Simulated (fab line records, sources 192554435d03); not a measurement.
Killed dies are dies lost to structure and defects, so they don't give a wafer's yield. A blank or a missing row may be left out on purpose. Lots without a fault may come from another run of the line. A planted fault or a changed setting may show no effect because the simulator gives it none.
Which tool did it? | flow n5_finfet | 22 lots, 66 wafers sampled, at 6 steps of a route of 1938

WHAT THE GAUGES READ, wafer by wafer
The record holds no reading of a measuring or inspecting step that can be judged against a usual standard deviation.

WHICH TOOL RAN EACH LOT (tool, then ch and the chambers of the sampled wafers, then the start)
lot  | N5_BEOL_M9_HM_DEP_02         | N5_BEOL_M9_DESCUM_16               | N5_BEOL_M9_DESCUM_33               | N5_BEOL_M9_ETCH_65                 | N5_BEOL_M9_TRENCH_ETCH_37                     | N5_BEOL_M9_CURE_72
L074 | pvd_sputter-03, day 9 14:32  | rie_diel-05 ch 0,3, day 9 15:19    | rie_diel-02 ch 0,1,3, day 9 16:19  | rie_diel-02 ch 0,1,3, day 9 16:22  | rie_diel-02 ch 0,1,3, day 9 16:58 or earlier  | uv_cure-02 ch 0, day 9 16:58
L075 | pvd_sputter-01, day 9 22:51  | rie_diel-02 ch 0,3, day 9 23:41    | rie_diel-03 ch 1,2, day 10 03:19   | rie_diel-03 ch 1,2, day 10 03:22   | rie_diel-03 ch 1,2, day 10 03:58 or earlier   | uv_cure-02 ch 2, day 10 03:58
L077 | pvd_sputter-02, day 10 07:44 | rie_diel-02 ch 0,1,3, day 10 08:20 | rie_diel-02 ch 0,3, day 10 09:43   | rie_diel-02 ch 0,3, day 10 09:46   | rie_diel-02 ch 0,3, day 10 10:28 or earlier   | uv_cure-02 ch 0, day 10 10:28
L076 | pvd_sputter-03, day 10 23:39 | rie_diel-05 ch 0,1,2, day 11 00:14 | rie_diel-03 ch 2,3, day 11 04:35   | rie_diel-03 ch 2,3, day 11 04:38   | rie_diel-03 ch 2,3, day 11 05:28 or earlier   | uv_cure-03 ch 1, day 11 05:28
L078 | pvd_sputter-02, day 11 08:42 | rie_diel-02 ch 1,2,3, day 11 09:10 | rie_diel-05 ch 1,2,3, day 11 11:45 | rie_diel-05 ch 1,2,3, day 11 11:48 | rie_diel-05 ch 1,2,3, day 11 12:24 or earlier | uv_cure-03 ch 0, day 11 12:24
L079 | pvd_sputter-01, day 11 18:56 | rie_diel-03 ch 0,1,3, day 11 19:31 | rie_diel-02 ch 1,2,3, day 11 20:53 | rie_diel-02 ch 1,2,3, day 11 20:56 | rie_diel-02 ch 1,2,3, day 11 21:35 or earlier | uv_cure-03 ch 2, day 11 21:35
L080 | pvd_sputter-01, day 12 05:48 | rie_diel-03 ch 1,2, day 12 06:23   | rie_diel-03 ch 1,2,3, day 12 10:13 | rie_diel-03 ch 1,2,3, day 12 10:16 | rie_diel-03 ch 1,2,3, day 12 10:52 or earlier | uv_cure-01 ch 0, day 12 10:52
L081 | pvd_sputter-03, day 12 10:55 | rie_diel-02 ch 1,2,3, day 12 11:28 | rie_diel-02 ch 2,3, day 12 13:03   | rie_diel-02 ch 2,3, day 12 13:06   | rie_diel-02 ch 2,3, day 12 13:42 or earlier   | uv_cure-01 ch 2, day 12 13:42
L084 | pvd_sputter-03, day 12 21:31 | rie_diel-02 ch 1,2,3, day 12 22:06 | rie_diel-03 ch 2,3, day 12 23:40   | rie_diel-03 ch 2,3, day 12 23:43   | rie_diel-03 ch 2,3, day 13 00:19 or earlier   | uv_cure-01 ch 0, day 13 00:19
L083 | pvd_sputter-01, day 12 21:48 | rie_diel-03 ch 1,2,3, day 12 22:23 | rie_diel-02 ch 0,1,2, day 12 23:49 | rie_diel-02 ch 0,1,2, day 12 23:52 | rie_diel-02 ch 0,1,2, day 13 00:43 or earlier | uv_cure-01 ch 2, day 13 00:43
L085 | pvd_sputter-03, day 13 01:34 | rie_diel-02 ch 0, day 13 02:20     | rie_diel-03 ch 0,3, day 13 04:34   | rie_diel-03 ch 0,3, day 13 04:38   | rie_diel-03 ch 0,3, day 13 05:16 or earlier   | uv_cure-01 ch 0, day 13 05:16
L086 | pvd_sputter-03, day 13 01:52 | rie_diel-03 ch 0,1, day 13 02:38   | rie_diel-05 ch 0,2, day 13 04:04   | rie_diel-05 ch 0,2, day 13 04:07   | rie_diel-05 ch 0,2, day 13 04:56 or earlier   | uv_cure-02 ch 2, day 13 04:56
L087 | pvd_sputter-02, day 13 13:55 | rie_diel-03 ch 0,3, day 13 14:28   | rie_diel-05 ch 0,2,3, day 13 17:46 | rie_diel-05 ch 0,2,3, day 13 17:49 | rie_diel-05 ch 0,2,3, day 13 18:34 or earlier | uv_cure-03 ch 0, day 13 18:34
L090 | pvd_sputter-01, day 13 18:14 | rie_diel-02 ch 0,1,2, day 13 18:54 | rie_diel-02 ch 0,1,2, day 13 21:52 | rie_diel-02 ch 0,1,2, day 13 21:55 | rie_diel-02 ch 0,1,2, day 13 22:34 or earlier | uv_cure-01 ch 2, day 13 22:34
L089 | pvd_sputter-01, day 14 03:24 | rie_diel-03 ch 1,2,3, day 14 03:59 | rie_diel-02 ch 0,1, day 14 06:01   | rie_diel-02 ch 0,1, day 14 06:04   | rie_diel-02 ch 0,1, day 14 06:40 or earlier   | uv_cure-01 ch 1, day 14 06:40
L091 | pvd_sputter-01, day 14 12:34 | rie_diel-02 ch 2,3, day 14 13:09   | rie_diel-02 ch 0,2, day 14 16:16   | rie_diel-02 ch 0,2, day 14 16:19   | rie_diel-02 ch 0,2, day 14 17:01 or earlier   | uv_cure-02 ch 1, day 14 17:01
L092 | pvd_sputter-02, day 14 15:53 | rie_diel-02 ch 0,2, day 14 16:41   | rie_diel-05 ch 0,2, day 14 18:10   | rie_diel-05 ch 0,2, day 14 18:13   | rie_diel-05 ch 0,2, day 14 18:52 or earlier   | uv_cure-01 ch 0, day 14 18:52
L093 | pvd_sputter-03, day 15 02:07 | rie_diel-02 ch 0,1,3, day 15 02:35 | rie_diel-03 ch 1,2,3, day 15 03:34 | rie_diel-03 ch 1,2,3, day 15 03:37 | rie_diel-03 ch 1,2,3, day 15 04:16 or earlier | uv_cure-02 ch 0, day 15 04:16
L094 | pvd_sputter-01, day 15 05:54 | rie_diel-05 ch 1,2, day 15 06:30   | rie_diel-02 ch 2,3, day 15 07:47   | rie_diel-02 ch 2,3, day 15 07:50   | rie_diel-02 ch 2,3, day 15 08:29 or earlier   | uv_cure-03 ch 2, day 15 08:29
L095 | pvd_sputter-03, day 15 17:22 | rie_diel-02 ch 0,1,2, day 15 17:58 | rie_diel-05 ch 0,1,3, day 15 19:11 | rie_diel-05 ch 0,1,3, day 15 19:14 | rie_diel-05 ch 0,1,3, day 15 19:50 or earlier | uv_cure-01 ch 0, day 15 19:50
L096 | pvd_sputter-01, day 15 21:29 | rie_diel-05 ch 1,2,3, day 15 22:05 | rie_diel-03 ch 0,2,3, day 16 01:44 | rie_diel-03 ch 0,2,3, day 16 01:47 | rie_diel-03 ch 0,2,3, day 16 02:29 or earlier | uv_cure-03 ch 2, day 16 02:29
L097 | pvd_sputter-02, day 16 02:29 | rie_diel-02 ch 1,2,3, day 16 03:02 | rie_diel-02 ch 0,2,3, day 16 04:57 | rie_diel-02 ch 0,2,3, day 16 05:00 | rie_diel-02 ch 0,2,3, day 16 05:36 or earlier | uv_cure-01 ch 2, day 16 05:36
- N5_BEOL_M9_HM_DEP_02: deposits TiN, target thk 20 nm.
- N5_BEOL_M9_DESCUM_16: chemistry O2, time 7.9 s.
- N5_BEOL_M9_DESCUM_33: chemistry O2, time 7 s.
- N5_BEOL_M9_ETCH_65: etches SiARC in CF4, target depth 15.6 nm, time 26 s.
- N5_BEOL_M9_TRENCH_ETCH_37: etches SiCOH lowk in C4F6/O2, target depth 151.43 nm, time 49 s.
- N5_BEOL_M9_CURE_72: cures SiCOH lowk, time 120 s.

WHAT THE TOOLS THEMSELVES READ (means of the sampled wafers that have a number; where no wafer has one, the mark that the record gives instead)
N5_BEOL_M9_HM_DEP_02. Usual: throttle_valve_pct 29.6 %, standard deviation 1.1.
lot  | tool           | throttle_valve_pct (%) | flag
L074 | pvd_sputter-03 | 29.6                   |
L075 | pvd_sputter-01 | 29.7                   |
L077 | pvd_sputter-02 | 29.5                   |
L076 | pvd_sputter-03 | 29.5                   |
L078 | pvd_sputter-02 | 29.5                   |
L079 | pvd_sputter-01 | 29.4                   |
L080 | pvd_sputter-01 | 29.8                   |
L081 | pvd_sputter-03 | 28.8                   |
L084 | pvd_sputter-03 | 28.8                   |
L083 | pvd_sputter-01 | 29.4                   |
L085 | pvd_sputter-03 | 29.4                   |
L086 | pvd_sputter-03 | 29.0                   |
L087 | pvd_sputter-02 | 30.1                   |
L090 | pvd_sputter-01 | 29.3                   |
L089 | pvd_sputter-01 | 29.4                   |
L091 | pvd_sputter-01 | 29.4                   |
L092 | pvd_sputter-02 | 29.9                   |
L093 | pvd_sputter-03 | 29.4                   |
L094 | pvd_sputter-01 | 29.5                   |
L095 | pvd_sputter-03 | 29.1                   |
L096 | pvd_sputter-01 | 29.0                   |
L097 | pvd_sputter-02 | 29.6                   |

N5_BEOL_M9_DESCUM_16. Usual: drypump_motor_current_A 5.8 A, standard deviation 0.52; oes_product_au 0.81 a.u., standard deviation 0.1; rf_vpp_V 243.6 V, standard deviation 1.3; showerhead_plenum_p_Torr 2.12 Torr, standard deviation 0.058; throttle_valve_pct 20.34 %, standard deviation 0.27.
lot  | tool        | drypump_motor_current_A (A) | oes_product_au (a.u.) | rf_vpp_V (V) | showerhead_plenum_p_Torr (Torr) | throttle_valve_pct (%) | flag
L074 | rie_diel-05 | 6.4                         | 0.73                  | 242.6        | 2.07                            | 20.36                  |
L075 | rie_diel-02 | 5.6                         | 0.68                  | 243.5        | 2.13                            | 20.31                  |
L077 | rie_diel-02 | 5.9                         | 0.72                  | 244.6        | 2.14                            | 20.31                  |
L076 | rie_diel-05 | 6.2                         | 0.82                  | 242.3        | 2.09                            | 20.41                  |
L078 | rie_diel-02 | 6.1                         | 0.81                  | 244.4        | 2.18                            | 20.27                  |
L079 | rie_diel-03 | 5.3                         | 0.78                  | 243.4        | 2.09                            | 20.60                  |
L080 | rie_diel-03 | 5.5                         | 0.79                  | 242.5        | 2.09                            | 20.73                  |
L081 | rie_diel-02 | 6.1                         | 0.78                  | 243.7        | 2.18                            | 20.29                  |
L084 | rie_diel-02 | 6.1                         | 0.79                  | 244.3        | 2.18                            | 20.30                  |
L083 | rie_diel-03 | 5.4                         | 0.78                  | 244.3        | 2.12                            | 20.61                  |
L085 | rie_diel-02 | 5.2                         | 1.00                  | 244.0        | 2.11                            | 19.99                  |
L086 | rie_diel-03 | 5.7                         | 0.83                  | 243.0        | 2.04                            | 20.54                  |
L087 | rie_diel-03 | 5.5                         | 0.82                  | 243.5        | 2.07                            | 20.41                  |
L090 | rie_diel-02 | 5.8                         | 0.87                  | 244.4        | 2.15                            | 20.10                  |
L089 | rie_diel-03 | 5.4                         | 0.77                  | 243.9        | 2.12                            | 20.63                  |
L091 | rie_diel-02 | 6.0                         | 0.90                  | 243.4        | 2.21                            | 20.10                  |
L092 | rie_diel-02 | 5.7                         | 0.88                  | 245.2        | 2.19                            | 20.07                  |
L093 | rie_diel-02 | 5.9                         | 0.89                  | 243.4        | 2.13                            | 20.12                  |
L094 | rie_diel-05 | 5.7                         | 0.84                  | 243.5        | 2.12                            | 20.46                  |
L095 | rie_diel-02 | 5.8                         | 0.85                  | 244.3        | 2.15                            | 20.11                  |
L096 | rie_diel-05 | 5.9                         | 0.76                  | 243.5        | 2.12                            | 20.59                  |
L097 | rie_diel-02 | 6.1                         | 0.85                  | 243.8        | 2.17                            | 20.16                  |

N5_BEOL_M9_DESCUM_33. Usual: drypump_motor_current_A 5.8 A, standard deviation 0.53; oes_product_au 0.81 a.u., standard deviation 0.1; rf_vpp_V 243.7 V, standard deviation 1.2; showerhead_plenum_p_Torr 2.12 Torr, standard deviation 0.058; throttle_valve_pct 20.38 %, standard deviation 0.27.
lot  | tool        | drypump_motor_current_A (A) | oes_product_au (a.u.) | rf_vpp_V (V) | showerhead_plenum_p_Torr (Torr) | throttle_valve_pct (%) | flag
L074 | rie_diel-02 | 5.9                         | 0.73                  | 244.3        | 2.14                            | 20.30                  |
L075 | rie_diel-03 | 5.6                         | 0.81                  | 243.2        | 2.10                            | 20.72                  |
L077 | rie_diel-02 | 5.5                         | 0.68                  | 244.3        | 2.13                            | 20.31                  |
L076 | rie_diel-03 | 5.6                         | 0.87                  | 244.2        | 2.14                            | 20.37                  |
L078 | rie_diel-05 | 5.9                         | 0.80                  | 244.8        | 2.13                            | 20.54                  |
L079 | rie_diel-02 | 6.2                         | 0.79                  | 244.5        | 2.18                            | 20.27                  |
L080 | rie_diel-03 | 5.4                         | 0.79                  | 244.6        | 2.12                            | 20.60                  |
L081 | rie_diel-02 | 6.1                         | 0.74                  | 243.9        | 2.19                            | 20.44                  |
L084 | rie_diel-03 | 5.6                         | 0.85                  | 244.7        | 2.13                            | 20.39                  |
L083 | rie_diel-02 | 5.8                         | 0.90                  | 244.2        | 2.16                            | 20.10                  |
L085 | rie_diel-03 | 5.2                         | 0.77                  | 244.0        | 2.12                            | 20.48                  |
L086 | rie_diel-05 | 6.6                         | 0.73                  | 242.9        | 2.05                            | 20.39                  |
L087 | rie_diel-05 | 6.4                         | 0.72                  | 242.8        | 2.09                            | 20.53                  |
L090 | rie_diel-02 | 5.8                         | 0.87                  | 243.5        | 2.15                            | 20.09                  |
L089 | rie_diel-02 | 5.9                         | 0.84                  | 244.1        | 2.11                            | 20.14                  |
L091 | rie_diel-02 | 5.4                         | 0.92                  | 245.0        | 2.14                            | 20.04                  |
L092 | rie_diel-05 | 6.6                         | 0.72                  | 242.7        | 2.07                            | 20.54                  |
L093 | rie_diel-03 | 5.4                         | 0.76                  | 243.7        | 2.12                            | 20.63                  |
L094 | rie_diel-02 | 6.1                         | 0.92                  | 243.3        | 2.18                            | 20.13                  |
L095 | rie_diel-05 | 5.9                         | 0.76                  | 242.5        | 2.09                            | 20.44                  |
L096 | rie_diel-03 | 5.6                         | 0.80                  | 242.9        | 2.09                            | 20.44                  |
L097 | rie_diel-02 | 5.8                         | 0.90                  | 243.9        | 2.16                            | 20.09                  |

N5_BEOL_M9_ETCH_65. Usual: drypump_motor_current_A 5.8 A, standard deviation 0.53; etch_rf_on_time_s 26.2 s, standard deviation 0.82; oes_product_au 0.68 a.u., standard deviation 0.085; rf_vpp_V 184.4 V, standard deviation 1.1; showerhead_plenum_p_Torr 2.17 Torr, standard deviation 0.057; throttle_valve_pct 15.56 %, standard deviation 0.25.
lot  | tool        | drypump_motor_current_A (A) | etch_rf_on_time_s (s) | oes_product_au (a.u.) | rf_vpp_V (V) | showerhead_plenum_p_Torr (Torr) | throttle_valve_pct (%) | flag
L074 | rie_diel-02 | 5.9                         | 26.5                  | 0.62                  | 184.3        | 2.19                            | 15.57                  |
L075 | rie_diel-03 | 5.6                         | 25.0                  | 0.69                  | 184.3        | 2.16                            | 15.87                  |
L077 | rie_diel-02 | 5.5                         | 26.4                  | 0.59                  | 184.8        | 2.20                            | 15.74                  |
L076 | rie_diel-03 | 5.6                         | 26.2                  | 0.73                  | 184.7        | 2.20                            | 15.60                  |
L078 | rie_diel-05 | 5.9                         | 26.1                  | 0.67                  | 184.5        | 2.17                            | 15.61                  |
L079 | rie_diel-02 | 6.1                         | 26.5                  | 0.68                  | 185.2        | 2.22                            | 15.40                  |
L080 | rie_diel-03 | 5.4                         | 25.5                  | 0.67                  | 184.1        | 2.18                            | 15.79                  |
L081 | rie_diel-02 | 6.1                         | 26.9                  | 0.63                  | 185.2        | 2.22                            | 15.54                  |
L084 | rie_diel-03 | 5.6                         | 26.0                  | 0.72                  | 184.7        | 2.20                            | 15.65                  |
L083 | rie_diel-02 | 5.8                         | 26.4                  | 0.75                  | 185.0        | 2.21                            | 15.30                  |
L085 | rie_diel-03 | 5.2                         | 25.9                  | 0.66                  | 184.2        | 2.17                            | 15.70                  |
L086 | rie_diel-05 | 6.6                         | 27.2                  | 0.61                  | 183.7        | 2.08                            | 15.48                  |
L087 | rie_diel-05 | 6.4                         | 26.8                  | 0.60                  | 183.8        | 2.13                            | 15.65                  |
L090 | rie_diel-02 | 5.8                         | 26.3                  | 0.73                  | 184.8        | 2.21                            | 15.31                  |
L089 | rie_diel-02 | 5.9                         | 26.1                  | 0.70                  | 184.1        | 2.17                            | 15.36                  |
L091 | rie_diel-02 | 5.4                         | 26.8                  | 0.76                  | 185.1        | 2.22                            | 15.32                  |
L092 | rie_diel-05 | 6.6                         | 27.0                  | 0.61                  | 184.0        | 2.09                            | 15.55                  |
L093 | rie_diel-03 | 5.4                         | 25.9                  | 0.65                  | 185.3        | 2.17                            | 15.82                  |
L094 | rie_diel-02 | 6.1                         | 26.6                  | 0.79                  | 184.9        | 2.22                            | 15.21                  |
L095 | rie_diel-05 | 5.9                         | 26.8                  | 0.64                  | 183.7        | 2.14                            | 15.62                  |
L096 | rie_diel-03 | 5.6                         | 26.2                  | 0.68                  | 184.8        | 2.16                            | 15.71                  |
L097 | rie_diel-02 | 5.8                         | 26.0                  | 0.77                  | 186.0        | 2.21                            | 15.28                  |

N5_BEOL_M9_TRENCH_ETCH_37. Usual: drypump_motor_current_A 5.8 A, standard deviation 0.53; oes_product_au 0.80 a.u., standard deviation 0.1; rf_vpp_V 672 V, standard deviation 7.2; showerhead_plenum_p_Torr 2.90 Torr, standard deviation 0.083; throttle_valve_pct 20.96 %, standard deviation 0.27.
lot  | tool        | drypump_motor_current_A (A) | oes_product_au (a.u.) | rf_vpp_V (V) | showerhead_plenum_p_Torr (Torr) | throttle_valve_pct (%) | flag
L074 | rie_diel-02 | 5.9                         | 0.73                  | 672          | 2.91                            | 20.79                  |
L075 | rie_diel-03 | 5.6                         | 0.81                  | 669          | 2.87                            | 21.28                  |
L077 | rie_diel-02 | 5.5                         | 0.68                  | 671          | 2.92                            | 20.93                  |
L076 | rie_diel-03 | 5.6                         | 0.86                  | 672          | 2.96                            | 21.18                  |
L078 | rie_diel-05 | 5.9                         | 0.79                  | 677          | 2.90                            | 21.00                  |
L079 | rie_diel-02 | 6.2                         | 0.79                  | 669          | 2.95                            | 20.74                  |
L080 | rie_diel-03 | 5.4                         | 0.79                  | 673          | 2.92                            | 21.26                  |
L081 | rie_diel-02 | 6.1                         | 0.74                  | 669          | 2.96                            | 20.86                  |
L084 | rie_diel-03 | 5.6                         | 0.85                  | 673          | 2.95                            | 21.19                  |
L083 | rie_diel-02 | 5.8                         | 0.88                  | 671          | 2.95                            | 20.68                  |
L085 | rie_diel-03 | 5.2                         | 0.77                  | 677          | 2.92                            | 21.22                  |
L086 | rie_diel-05 | 6.6                         | 0.72                  | 675          | 2.78                            | 20.87                  |
L087 | rie_diel-05 | 6.3                         | 0.71                  | 672          | 2.84                            | 21.02                  |
L090 | rie_diel-02 | 5.8                         | 0.86                  | 671          | 2.95                            | 20.70                  |
L089 | rie_diel-02 | 5.9                         | 0.82                  | 674          | 2.88                            | 20.63                  |
L091 | rie_diel-02 | 5.4                         | 0.90                  | 671          | 2.96                            | 20.75                  |
L092 | rie_diel-05 | 6.6                         | 0.71                  | 670          | 2.79                            | 20.88                  |
L093 | rie_diel-03 | 5.4                         | 0.76                  | 673          | 2.91                            | 21.30                  |
L094 | rie_diel-02 | 6.2                         | 0.93                  | 668          | 2.96                            | 20.59                  |
L095 | rie_diel-05 | 5.9                         | 0.75                  | 681          | 2.86                            | 21.03                  |
L096 | rie_diel-03 | 5.6                         | 0.81                  | 671          | 2.89                            | 21.20                  |
L097 | rie_diel-02 | 5.8                         | 0.90                  | 668          | 2.95                            | 20.68                  |

N5_BEOL_M9_CURE_72. Usual: lamp_power_pct 52.31 %, standard deviation 0.054; wafer_temp_C_max 371.7, standard deviation 0.58.
lot  | tool       | lamp_power_pct (%) | wafer_temp_C_max | flag
L074 | uv_cure-02 | 52.31              | 371.4            |
L075 | uv_cure-02 | 52.33              | 371.5            |
L077 | uv_cure-02 | 52.34              | 371.4            |
L076 | uv_cure-03 | 52.33              | 370.9            |
L078 | uv_cure-03 | 52.29              | 371.3            |
L079 | uv_cure-03 | 52.31              | 371.5            |
L080 | uv_cure-01 | 52.31              | 371.8            |
L081 | uv_cure-01 | 52.32              | 372.0            |
L084 | uv_cure-01 | 52.35              | 371.2            |
L083 | uv_cure-01 | 52.32              | 371.9            |
L085 | uv_cure-01 | 52.32              | 371.9            |
L086 | uv_cure-02 | 52.29              | 371.8            |
L087 | uv_cure-03 | 52.39              | 372.0            |
L090 | uv_cure-01 | 52.31              | 372.3            |
L089 | uv_cure-01 | 52.28              | 371.6            |
L091 | uv_cure-02 | 52.28              | 373.4            |
L092 | uv_cure-01 | 52.27              | 371.7            |
L093 | uv_cure-02 | 52.31              | 371.1            |
L094 | uv_cure-03 | 52.34              | 371.4            |
L095 | uv_cure-01 | 52.30              | 371.5            |
L096 | uv_cure-03 | 52.30              | 371.4            |
L097 | uv_cure-01 | 52.38              | 371.7            |

THE ANSWER, worked out from the rows above alone
Rule: a lot is off if the mean of its wafers that have a number lies more than 3 standard deviations from the usual mean. A lot without any number at a reading at which 4 lots or more have one is off too. The other lots that the step has rows for count as sound. The gauges are gone through in route order, then the tools' own readings, and for those a lot's mean is taken as printed above. The first step at which some lot is off is used, and at that step the reading that is off furthest; a lot without a number counts as furthest.
No lot is off at any reading shown: from this, nothing can be told.

WHAT THE SIMULATOR HAD PUT IN
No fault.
